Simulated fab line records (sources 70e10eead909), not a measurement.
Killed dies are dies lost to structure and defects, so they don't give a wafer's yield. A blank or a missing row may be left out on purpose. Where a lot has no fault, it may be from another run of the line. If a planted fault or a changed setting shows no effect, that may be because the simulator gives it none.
fab line records | flow nandHarc
record lots=13 | wafers=38 | lastDay=24
route steps=1159 shown A_WL_FILL@809 END@1159
lots that met no fault: taken from a fault-free run of the same line
startH: start of the lot's first displayed wafer, in hours after the record's first day | waitH: hours elapsed since this lot's preceding step | " same as the row above | L1.1+2: a row that stands for several wafers | - no value, or no start was given | * or withheld: withheld | < > ~ a bound
route shown NAME@n: NAME is a module with steps in the file, n the number in the route of the first one | usual: mean/standard deviation of fault-free wafers | same: alike in all rows | chamber/n: place in a boat | sites: the reading at each site | _std_site: standard deviation of those values | _edge_site: mean of outer sites minus mean of inner sites | radiusMm: for every site, how far away it sits from the centre of the wafer | mask NAME#n: copy n | behind: the most recent tool/chamber to have shaped the wafer | hold: what put the lot on hold/how long, in hours/how the hold closed | device: transistor that didn't switch, given as n, p or np | end of line: the route-end tests of the same wafers | where a step has no rows: the recipe by itself | killed: dies lost to structure and defects at the first sort, not the wafer's yield | map: dies across one wafer; x = killed, . = not, _ = none there
set.NAME: the setting the step ran with; set.NAME@STEP: the setting that earlier step ran with | model.NAME: the simulator's own value behind a step, which no gauge read
route steps across a sampled set of lots; one table per step, one row per wafer
services: from which hour (startH, from the record's first day; less than 0 if before it) a tool's chamber was out of use, for how many hours, and why
## steps
# step NHARC_A_WL_FILL_ALD_00
# recipe targetThkA=30 | pulseTimeS=3 | aldCycles=30 | tempC=300 | material=Al2O3
# usual heaterPowerW=492/69 | precursorPulseHeightRel=1.000/0.02 | susceptorTempC=300.00/0.21
lot.wafer | tool     | chamber | startH | waitH | heaterPowerW | precursorPulseHeightRel | susceptorTempC
L249.1    | aldHk-01 | 2       | 341.03 | 0.3   | 514          | 0.979                   | 300.11
L249.5    | "        | 1       | "      | "     | 444          | 1.019                   | 299.81
L249.6    | "        | 2       | "      | "     | 509          | 0.974                   | 300.08
L251.2    | aldHk-01 | 3       | 341.19 | 0.4   | 599          | 1.013                   | 299.62
L251.3    | "        | 0       | "      | "     | 427          | 0.958                   | 299.88
L251.5    | "        | 3       | "      | "     | 605          | 0.992                   | 299.59
L250.2    | aldHk-02 | 2       | 344.41 | 0.7   | 510          | 1.031                   | 300.19
L250.4    | "        | 3       | "      | "     | 563          | 1.039                   | 300.21
L250.6    | "        | 3       | "      | "     | 543          | 0.991                   | 300.06
L253.4    | aldHk-02 | 1       | 370.25 | 0.1   | 554          | 1.015                   | 299.73
L253.1    | "        | 2       | "      | "     | 508          | 1.007                   | 299.46
L253.2    | "        | 3       | "      | "     | 538          | 1.005                   | 300.31
L255.4    | aldHk-03 | 2       | 380.19 | 0.1   | 496          | 0.999                   | 299.82
L255.1    | "        | 3       | "      | "     | 380          | 0.992                   | 299.95
L255.6    | "        | 3       | "      | "     | 394          | 1.004                   | 300.05
L254.1    | aldHk-01 | 0       | 380.30 | 0.2   | 414          | 1.010                   | 299.94
L254.2    | "        | 1       | "      | "     | 453          | 0.976                   | 300.53
L254.5    | "        | 2       | "      | "     | 525          | 1.024                   | 299.98
L257.2    | aldHk-03 | 1       | 388.15 | 0.1   | 500          | 1.002                   | 300.23
L257.1    | "        | 3       | "      | "     | 388          | 0.994                   | 299.81
L257.5    | "        | 1       | "      | "     | 492          | 0.995                   | 300.48
L258.3    | aldHk-03 | 2       | 388.28 | 0.2   | 509          | 1.003                   | 300.00
L258.2    | "        | 3       | "      | "     | 380          | 0.995                   | 299.92
L258.5    | "        | 3       | "      | "     | 380          | 1.002                   | 299.85
L261.3    | aldHk-02 | 1       | 402.55 | 0.1   | 563          | 1.005                   | 300.10
L261.6    | "        | 1       | "      | "     | 540          | 0.986                   | 300.02
L261.5    | "        | 2       | "      | "     | 501          | 0.988                   | 300.01
L263.1    | aldHk-01 | 0       | 416.98 | 0.8   | 381          | 1.030                   | -
L263.2    | "        | 3       | "      | "     | 570          | 1.023                   | -
L263.5    | "        | 0       | "      | "     | 383          | 1.007                   | -
L262.1    | aldHk-01 | 2       | 417.15 | 0.9   | 526          | 1.017                   | 300.00
L262.4    | "        | 0       | "      | "     | 388          | 0.999                   | 299.90
L262.2    | "        | 1       | "      | "     | 432          | 1.043                   | 300.25
L267.2    | aldHk-03 | 2       | 440.18 | 0.1   | 522          | 1.032                   | -
L267.1    | "        | 0       | "      | "     | 469          | 1.032                   | -
L270.2    | aldHk-01 | 2       | 466.28 | 1.8   | 532          | 1.038                   | -
L270.4    | "        | 0       | "      | "     | 374          | 0.989                   | -
L270.6    | "        | 3       | "      | "     | 588          | 1.001                   | -
# step NHARC_A_WL_FILL_ALD_10
# recipe targetThkA=500 | pulseTimeS=10 | aldCycles=500 | tempC=300 | material=SiO2
# usual heaterPowerW=483/65 | precursorPulseHeightRel=0.996/0.022 | susceptorTempC=299.98/0.19
lot.wafer | tool     | chamber | startH | waitH | heaterPowerW | precursorPulseHeightRel | susceptorTempC
L249.1    | aldHk-03 | 1       | 355.42 | 1.1   | 482          | 0.970                   | 300.08
L249.5    | "        | 3       | 356.44 | 2.1   | 384          | 1.002                   | 300.01
L249.6    | "        | 0       | "      | "     | 465          | 1.008                   | 299.92
L251.2    | aldHk-02 | 1       | 355.43 | 1.1   | 534          | 0.974                   | 300.20
L251.3    | "        | 2       | "      | "     | 511          | 0.979                   | 300.02
L251.5    | "        | 0       | 356.99 | 2.6   | 412          | 0.954                   | 300.07
L250.4    | aldHk-03 | 2       | 358.77 | 0.6   | 504          | 0.965                   | 299.98
L250.2    | "        | 3       | "      | "     | 393          | 0.977                   | 300.20
L250.6    | "        | 2       | 360.80 | 2.6   | 518          | 1.007                   | 299.81
L253.2    | aldHk-01 | 1       | 385.91 | 1.1   | 439          | 0.967                   | 299.98
L253.1    | "        | 2       | 386.94 | 2.1   | 498          | 0.977                   | 299.85
L253.4    | "        | 3       | 387.96 | 3.1   | 607          | 1.015                   | 299.80
L254.1    | aldHk-03 | 2       | 390.30 | 0.1   | 505          | 1.025                   | 300.15
L254.2    | "        | 0       | 391.34 | 1.1   | 469          | 1.035                   | 300.14
L254.5    | "        | 2       | 392.37 | 2.1   | 505          | 0.980                   | 299.65
L255.1    | aldHk-02 | 2       | 390.81 | 0.6   | 516          | 0.997                   | 300.21
L255.4    | "        | 3       | "      | "     | 548          | 0.999                   | 300.05
L255.6    | "        | 2       | 392.86 | 2.6   | 518          | 1.030                   | 299.59
L257.1    | aldHk-02 | 3       | 398.22 | 0.1   | 552          | 1.013                   | 299.91
L257.2    | "        | 2       | 399.78 | 1.6   | 513          | 0.973                   | 300.01
L257.5    | "        | 0       | 400.82 | 2.6   | 410          | 0.984                   | 300.17
L258.3    | aldHk-01 | 2       | 398.77 | 0.6   | 513          | 0.993                   | 299.31
L258.2    | "        | 3       | "      | "     | 595          | 0.993                   | 299.74
L258.5    | "        | 1       | 400.30 | 2.1   | 432          | 0.986                   | 299.91
L261.3    | aldHk-02 | 2       | 421.10 | 4.8   | 532          | 0.983                   | 300.13
L261.5    | "        | 3       | 422.11 | 5.8   | 513          | 0.992                   | 292.42
L261.6    | "        | 0       | 423.12 | 6.8   | 415          | 0.995                   | 299.75
L263.1    | aldHk-03 | 3       | 428.39 | 1.1   | 385          | 0.998                   | 300.15
L263.2    | "        | 0       | "      | "     | 465          | 0.956                   | 300.25
L263.5    | "        | 2       | 429.92 | 2.6   | 518          | 1.003                   | 299.92
L262.2    | aldHk-02 | 1       | 430.36 | 3.0   | 548          | 0.976                   | 300.15
L262.4    | "        | 2       | 431.41 | 4.1   | 507          | 0.982                   | 300.08
L262.1    | "        | 3       | 432.46 | 5.1   | 517          | 0.999                   | 292.49
L267.2    | aldHk-02 | 0       | 455.65 | 0.1   | 416          | 1.016                   | 300.17
L267.1    | "        | 2       | 456.68 | 1.1   | 527          | 1.005                   | 300.36
L270.2    | aldHk-01 | 2       | 480.49 | 1.1   | 534          | 1.002                   | 299.70
L270.4    | "        | 3       | "      | "     | 586          | 0.987                   | 300.15
L270.6    | "        | 1       | 482.05 | 2.6   | 435          | 0.969                   | 300.01
# step NHARC_A_WL_FILL_ALD_19
# recipe targetThkA=20 | pulseTimeS=3 | aldCycles=100 | tempC=450 | material=TiN
# usual heaterPowerW=1034/95 | precursorPulseHeightRel=0.999/0.017 | susceptorTempC=449.96/0.25
lot.wafer | tool        | chamber | startH | waitH | heaterPowerW | precursorPulseHeightRel | susceptorTempC
L249.1    | aldMetal-01 | 3       | 364.63 | 0.1   | 1124         | 1.005                   | 450.11
L249.6    | "           | 3       | "      | "     | 1139         | 1.006                   | 450.22
L249.5    | "           | 0       | "      | "     | 1094         | 1.010                   | 449.48
L251.2    | aldMetal-04 | 3       | 364.68 | 0.1   | 941          | 1.000                   | 449.37
L251.3    | "           | 1       | "      | "     | 978          | 1.000                   | 450.16
L251.5    | "           | 2       | "      | "     | 1084         | 1.008                   | 450.08
L250.4    | aldMetal-04 | 1       | 368.38 | 0.1   | 976          | 0.992                   | 449.97
L250.2    | "           | 2       | "      | "     | 1083         | 1.005                   | 449.45
L250.6    | "           | 1       | "      | "     | 965          | 0.981                   | 450.19
L253.1    | aldMetal-04 | 1       | 398.42 | 0.1   | 976          | 0.998                   | 449.92
L253.4    | "           | 3       | "      | "     | 941          | 0.981                   | 449.50
L253.2    | "           | 0       | "      | "     | 1022         | 1.002                   | 449.50
L254.2    | aldMetal-01 | 1       | 398.42 | 0.1   | 998          | 1.013                   | 450.00
L254.1    | "           | 3       | "      | "     | 1118         | 1.014                   | 450.16
L254.5    | "           | 2       | "      | "     | 999          | 0.990                   | 450.00
L255.1    | aldMetal-03 | 2       | 398.45 | 0.1   | 1266         | 0.991                   | 449.88
L255.4    | "           | 3       | "      | "     | 929          | 0.950                   | 450.36
L255.6    | "           | 2       | "      | "     | 1223         | 1.003                   | 449.85
L257.2    | aldMetal-01 | 2       | 408.37 | 0.1   | 1032         | 0.965                   | 450.13
L257.1    | "           | 0       | "      | "     | 1082         | 0.956                   | 449.80
L257.5    | "           | 1       | "      | "     | 1000         | 1.009                   | 449.76
L258.3    | aldMetal-03 | 1       | 408.39 | 0.1   | 1003         | 1.002                   | 449.76
L258.2    | "           | 2       | "      | "     | 1238         | 1.004                   | 449.88
L258.5    | "           | 0       | "      | "     | 891          | 1.008                   | 449.82
L261.3    | aldMetal-03 | 1       | 431.58 | 0.1   | 1037         | 0.986                   | 450.07
L261.6    | "           | 0       | "      | "     | 880          | 0.989                   | 449.71
L261.5    | "           | 1       | "      | "     | 1008         | 1.027                   | 450.11
L263.1    | aldMetal-04 | 2       | 437.73 | 0.1   | 1147         | 0.979                   | 450.06
L263.2    | "           | 3       | "      | "     | 954          | 0.999                   | 449.91
L263.5    | "           | 0       | "      | "     | 1070         | 0.969                   | 450.21
L262.4    | aldMetal-04 | 1       | 442.86 | 0.1   | 1006         | 1.014                   | 450.02
L262.1    | "           | 2       | "      | "     | 1130         | 1.016                   | 449.53
L262.2    | "           | 3       | "      | "     | 956          | 1.030                   | 449.43
L267.2    | aldMetal-03 | 3       | 465.99 | 0.1   | 942          | 1.013                   | 449.66
L267.1    | "           | 1       | "      | "     | 1046         | 0.989                   | 449.98
L270.4    | aldMetal-01 | 3       | 489.98 | 0.1   | 1175         | 1.001                   | 450.05
L270.2    | "           | 1       | "      | "     | 1018         | 0.970                   | 449.92
L270.6    | "           | 3       | "      | "     | 1187         | 0.986                   | 449.91
# step NHARC_A_WL_FILL_CVD_20
# recipe targetThkA=750 | tempC=300 | pressureTorr=40 | wf6FlowSccm=40 | h2FlowSccm=1600 | arFlowSccm=1560 | timeS=5064 | material=W
# usual heaterPowerW=433/32 | throttleValvePct=8.21/0.23
# same timeS=5064
lot.wafer | tool    | chamber | startH | waitH | heaterPowerW | throttleValvePct
L249.1    | cvdW-02 | 1       | -      | -     | 422          | 8.14
L249.5    | "       | 0       | "      | "     | 381          | 8.75
L249.6    | "       | 1       | "      | "     | 424          | 8.15
L251.2    | cvdW-02 | 1       | -      | -     | 424          | 8.22
L251.3    | "       | 1       | "      | "     | 428          | 7.99
L251.5    | "       | 1       | "      | "     | 434          | 8.21
L250.2    | cvdW-01 | 1       | -      | -     | 492          | 8.41
L250.4    | "       | 0       | "      | "     | 438          | 7.65
L250.6    | "       | 1       | "      | "     | 482          | 8.13
L253.2    | cvdW-02 | 1       | -      | -     | 433          | 7.98
L253.1    | "       | 0       | "      | "     | 387          | 8.47
L253.4    | "       | 0       | "      | "     | 390          | 8.00
L254.1    | cvdW-01 | 1       | -      | -     | 486          | 8.01
L254.2    | "       | 0       | "      | "     | 426          | 8.16
L254.5    | "       | 1       | "      | "     | 461          | 8.61
L255.1    | cvdW-02 | 1       | -      | -     | 434          | 7.83
L255.4    | "       | 0       | "      | "     | 384          | 8.20
L255.6    | "       | 0       | "      | "     | 382          | 8.28
L257.1    | cvdW-01 | 0       | -      | -     | 438          | 8.31
L257.2    | "       | 1       | "      | "     | 479          | 8.31
L257.5    | "       | 1       | "      | "     | 472          | 8.24
L258.2    | cvdW-02 | 1       | -      | -     | 432          | 8.11
L258.3    | "       | 1       | "      | "     | 430          | 7.84
L258.5    | "       | 0       | "      | "     | 396          | 8.24
L261.3    | cvdW-01 | 1       | -      | -     | 485          | 8.43
L261.6    | "       | 1       | "      | "     | 473          | 8.38
L261.5    | "       | 0       | "      | "     | 433          | 8.26
L263.1    | cvdW-02 | 1       | -      | -     | 427          | 8.05
L263.2    | "       | 1       | "      | "     | 422          | 8.03
L263.5    | "       | 1       | "      | "     | 436          | 7.64
L262.2    | cvdW-01 | 0       | -      | -     | 418          | 8.38
L262.1    | "       | 1       | "      | "     | 471          | 8.23
L262.4    | "       | 0       | "      | "     | 433          | 8.28
L267.2    | cvdW-01 | 1       | -      | -     | 471          | 8.18
L267.1    | "       | 0       | "      | "     | 447          | 8.16
L270.2    | cvdW-01 | 0       | -      | -     | 450          | 8.26
L270.4    | "       | 1       | "      | "     | 505          | 8.13
L270.6    | "       | 0       | "      | "     | 438          | 8.12
# step NHARC_END_SORT_01
# recipe tempC=25
# usual killedAtArray=27/8 | killedAtOther=0.8/1.2 | killedAtPeriphery=3.3/2.3 | killedDies=31/8.8 | killedOpen=3.2/2.1 | killedShort=2.1/1.4
# same grossDies=677
lot.wafer | tool      | chamber | startH | waitH | killedAtArray | killedAtOther | killedAtPeriphery | killedDies | killedOpen | killedShort
L251.2    | prober-01 | 0       | 462.30 | 2.8   | 27            | 0             | 9                 | 36         | 3          | 3
L251.3    | prober-01 | 0       | 463.10 | 3.1   | 23            | 0             | 8                 | 31         | 5          | 2
L251.5    | prober-01 | 0       | 464.72 | 3.7   | 24            | 0             | 10                | 34         | 4          | 5
L250.2    | prober-01 | 0       | 470.12 | 2.8   | 24            | 1             | 2                 | 27         | 3          | 2
L250.4    | prober-01 | 0       | 471.74 | 3.4   | 28            | 0             | 4                 | 32         | 0          | 6
L250.6    | prober-01 | 0       | 473.36 | 4.0   | 24            | 0             | 3                 | 27         | 6          | 5
L253.1    | prober-02 | 0       | 483.45 | 2.5   | 25            | 0             | 2                 | 27         | 5          | 4
L253.2    | prober-02 | 0       | 484.25 | 2.8   | 21            | 1             | 2                 | 24         | 4          | 1
L253.4    | prober-02 | 0       | 485.84 | 3.4   | 25            | 0             | 0                 | 25         | 1          | 1
L258.2    | prober-01 | 0       | 501.43 | 2.8   | 16            | 0             | 1                 | 17         | 3          | 2
L258.3    | prober-01 | 0       | 502.24 | 3.1   | 22            | 0             | 2                 | 24         | 1          | 2
L258.5    | prober-01 | 0       | 503.85 | 3.7   | 14            | 1             | 4                 | 19         | 3          | 2
L267.2    | prober-02 | 0       | 558.58 | 2.8   | 31            | 0             | 4                 | 35         | 8          | 2
# killed by level:class
L251.2 A_SLIT:chamberFilmFlake=11 P_STI:chamberFilmFlake=6 A_STAIRCASE:chamberFilmFlake=5 A_CHANNEL_HOLE_D1:chamberFilmFlake=3 A_CONTACT:chamberFilmFlake=3 P_CONTACT:geometricParticle:short=1 P_M0:geometricParticle:open=1 A_CHANNEL_FILL_D1:geometricParticle:short=1
L251.3 A_SLIT:chamberFilmFlake=9 A_STAIRCASE:chamberFilmFlake=5 P_GATE:chamberFilmFlake=4 A_SGD_CUT:geometricParticle:open=2 A_CONTACT:geometricParticle:open=2 P_STI:chamberFilmFlake=2 A_CHANNEL_HOLE_D1:chamberFilmFlake=2 P_M0:geometricParticle:open=1
L251.5 A_STAIRCASE:chamberFilmFlake=9 A_SLIT:chamberFilmFlake=7 P_STI:chamberFilmFlake=5 P_M0:geometricParticle:open=2 A_WL_FILL:geometricParticle:short=2 A_CONTACT:geometricParticle:open=2 A_CONTACT:chamberFilmFlake=2 P_CONTACT:geometricParticle:short=1
L250.2 A_CHANNEL_HOLE_D1:chamberFilmFlake=9 A_STAIRCASE:chamberFilmFlake=7 A_CONTACT:geometricParticle:open=2 P_ZERO_WELL:chamberFilmFlake=2 A_WL_FILL:geometricParticle:short=1 A_M0:geometricParticle:open=1 A_M1:geometricParticle:short=1 A_ZERO_WELL:chamberFilmFlake=1
L250.4 A_CHANNEL_HOLE_D1:chamberFilmFlake=14 A_STAIRCASE:chamberFilmFlake=4 P_ZERO_WELL:chamberFilmFlake=3 A_CHANNEL_HOLE_D1:geometricParticle:short=2 A_WL_FILL:geometricParticle:short=2 A_ZERO_WELL:chamberFilmFlake=2 A_ONON_D1:geometricParticle:short=1 A_M0:geometricParticle:short=1
L250.6 A_CHANNEL_HOLE_D1:chamberFilmFlake=10 A_STAIRCASE:chamberFilmFlake=3 A_CONTACT:chamberFilmFlake=3 P_M0:geometricParticle:open=2 A_M0:geometricParticle:open=2 P_M1:geometricParticle:short=1 A_CHANNEL_FILL_D1:geometricParticle:open=1 A_CHANNEL_FILL_D1:geometricParticle:short=1
L253.1 A_SLIT:chamberFilmFlake=8 A_CHANNEL_FILL_D1:geometricParticle:short=3 A_CHANNEL_HOLE_D1:chamberFilmFlake=2 A_STAIRCASE:chamberFilmFlake=2 A_SGD_CUT:chamberFilmFlake=2 A_WL_FILL:chamberFilmFlake=2 P_STI:geometricParticle:open=1 P_GATE:geometricParticle:open=1
L253.2 A_SLIT:chamberFilmFlake=11 A_CONTACT:chamberFilmFlake=4 P_GATE:geometricParticle:open=1 A_ONON_D1:geometricParticle:open=1 A_CHANNEL_FILL_D1:geometricParticle:short=1 A_CONTACT:geometricParticle:open=1 P_M1:chamberFilmFlake=1 STARTING-WAFER:geometricParticle:open=1
L253.4 A_SLIT:chamberFilmFlake=14 A_CHANNEL_HOLE_D1:chamberFilmFlake=2 A_STAIRCASE:chamberFilmFlake=2 A_WL_FILL:chamberFilmFlake=2 A_CONTACT:chamberFilmFlake=2 A_CHANNEL_HOLE_D1:geometricParticle:open=1 A_WL_FILL:geometricParticle:short=1 A_SGD_CUT:chamberFilmFlake=1
L258.2 A_CHANNEL_HOLE_D1:chamberFilmFlake=4 A_WL_FILL:chamberFilmFlake=3 A_CONTACT:chamberFilmFlake=3 A_M0:geometricParticle:short=2 P_M1:geometricParticle:open=1 A_CHANNEL_FILL_D1:geometricParticle:open=1 A_BLC:geometricParticle:open=1 A_ZERO_WELL:chamberFilmFlake=1
L258.3 A_CHANNEL_HOLE_D1:chamberFilmFlake=12 A_CONTACT:chamberFilmFlake=5 P_STI:geometricParticle:open=1 A_CHANNEL_HOLE_D1:geometricParticle:short=1 A_WL_FILL:geometricParticle:short=1 P_GATE:chamberFilmFlake=1 A_STAIRCASE:chamberFilmFlake=1 A_SLIT:chamberFilmFlake=1
L258.5 A_CHANNEL_HOLE_D1:chamberFilmFlake=10 P_BONDPAD:chamberFilmFlake=2 P_GATE:geometricParticle:short=1 P_M1:geometricParticle:short=1 A_ONON_D1:geometricParticle:open=1 A_CONTACT:geometricParticle:open=1 STARTING-WAFER:geometricParticle:open=1 A_SGD_CUT:chamberFilmFlake=1
L267.2 A_CHANNEL_HOLE_D1:chamberFilmFlake=12 A_CONTACT:chamberFilmFlake=5 A_ZERO_WELL:chamberFilmFlake=4 P_M0:geometricParticle:open=2 A_CONTACT:geometricParticle:open=2 A_STAIRCASE:chamberFilmFlake=2 P_GATE:geometricParticle:open=1 A_SOURCE_PLATE:geometricParticle:short=1
## services
tool        | chamber | startH | hours | kind
cvdW-02     | -       | 320.47 | 2.3   | repair
aldMetal-03 | -       | 322.00 | 10.0  | pm
aldHk-03    | -       | 324.68 | 10.0  | pm
aldMetal-01 | 3       | 333.17 | 3.5   | repair
cvdW-02     | -       | 378.62 | 13.0  | pm
aldMetal-04 | 3       | 401.87 | 16.3  | repair
aldMetal-04 | -       | 406.00 | 10.0  | pm
aldHk-01    | 0       | 406.82 | 10.0  | ventCycle
aldHk-01    | 2       | 406.82 | 10.0  | ventCycle
aldHk-01    | 3       | 406.82 | 10.0  | ventCycle
aldHk-01    | 0       | 416.82 | -     | clean
aldHk-01    | 1       | 416.82 | -     | clean
aldHk-01    | 2       | 416.82 | -     | clean
aldHk-01    | 3       | 416.82 | -     | clean
aldHk-03    | -       | 448.05 | 0.7   | repair
aldMetal-03 | -       | 454.71 | 0.6   | repair
aldMetal-01 | -       | 458.00 | 10.0  | pm
aldHk-02    | -       | 464.63 | 10.0  | pm
aldHk-02    | 0       | 464.63 | 10.0  | ventCycle
aldHk-02    | 1       | 464.63 | 10.0  | ventCycle
aldHk-02    | 2       | 464.63 | 10.0  | ventCycle
aldHk-02    | 3       | 464.63 | 10.0  | ventCycle
cvdW-01     | -       | 474.57 | 13.0  | pm
aldMetal-03 | 1       | 485.33 | 10.8  | repair
## key
firstSign step=NHARC_A_WL_FILL_ALD_10 | reading=susceptorTempC | direction=down | sigmas=40 | usual=* | struck=*
effect none on later readings
metAt NHARC_A_WL_FILL_ALD_10
struckLots L261,L262
struckWafers L261.5,L262.1
testerLeftOut L261,L262
notActingAt NHARC_A_WL_FILL_ALD_00,NHARC_A_WL_FILL_ALD_19,NHARC_A_WL_FILL_CVD_20
fault kind=processParameterDrift | tool=aldHk-02 | chamber=3 | onsetH=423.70 | steps=NHARC_A_WL_FILL_ALD_10 | channel=tempC | offset=* | shape=step | endH=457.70 | actsIn=* | stated=*
# testerLeftOut: of these lots the tester's yield and bins aren't shown, on N5 and GAA mostly nor the transistor test; their killed dies are dies lost to structure and defects alone, not to doping, threshold or leakage, so they don't give the yield
